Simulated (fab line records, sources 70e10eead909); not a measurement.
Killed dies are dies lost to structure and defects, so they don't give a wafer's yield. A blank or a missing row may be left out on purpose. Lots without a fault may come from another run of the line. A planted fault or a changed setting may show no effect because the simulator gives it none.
Chamber matching | flow nand_harc | NHARC_A_BONDPAD_DESCUM_11 on rie_diel-03: 4 sister chambers
The step chemistry O2, time 3 s. 7 wafers are shown with their chamber, then 7 later ones without.

WAFERS WITH THEIR CHAMBER
wafer  | chamber | drypump_motor_current_A (A) | throttle_valve_pct (%)
L079.1 | 0       | 5.3                         | 11.324
L079.3 | 2       | 5.3                         | 11.319
L085.1 | 1       | 6.0                         | 11.303
L085.3 | 0       | 5.3                         | 11.311
L085.4 | 3       | 6.5                         | 11.315
L089.1 | 3       | 6.5                         | 11.314
L089.3 | 2       | 5.2                         | 11.323

WAFERS WITHOUT THEIR CHAMBER
wafer  | drypump_motor_current_A (A) | throttle_valve_pct (%)
L089.4 | 5.3                         | 11.313
L093.3 | 5.3                         | 11.319
L093.5 | 6.0                         | 11.299
L093.6 | 5.3                         | 11.308
L094.1 | 6.5                         | 11.327
L094.2 | 5.3                         | 11.321
L094.5 | 6.5                         | 11.308

WHICH CHAMBER EACH WENT THROUGH
wafer  | from the rows above     | in truth
L089.4 | can't be placed: 0 or 2 | 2
L093.3 | can't be placed: 0 or 2 | 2
L093.5 | 1                       | 1
L093.6 | can't be placed: 0 or 2 | 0
L094.1 | 3                       | 3
L094.2 | can't be placed: 0 or 2 | 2
L094.5 | 3                       | 3
Placed correctly: 3 of 7. Can't be placed from these rows: 4 (the true chamber is among the candidates in 4). Placed wrongly: 0.
How it was worked out, from the rows above alone: a wafer's distance from a chamber is the root of the sum, over the readings, of the square of ((its reading less the chamber's mean) divided by the reading's scatter). The wafer belongs to the nearest chamber; if the next one is less than 2 further off, it can't be placed. A chamber's mean is the mean of its shown wafers. The scatter: the root of (the sum of the squares of (reading less its chamber's mean) over the shown wafers, divided by (wafers less chambers)).
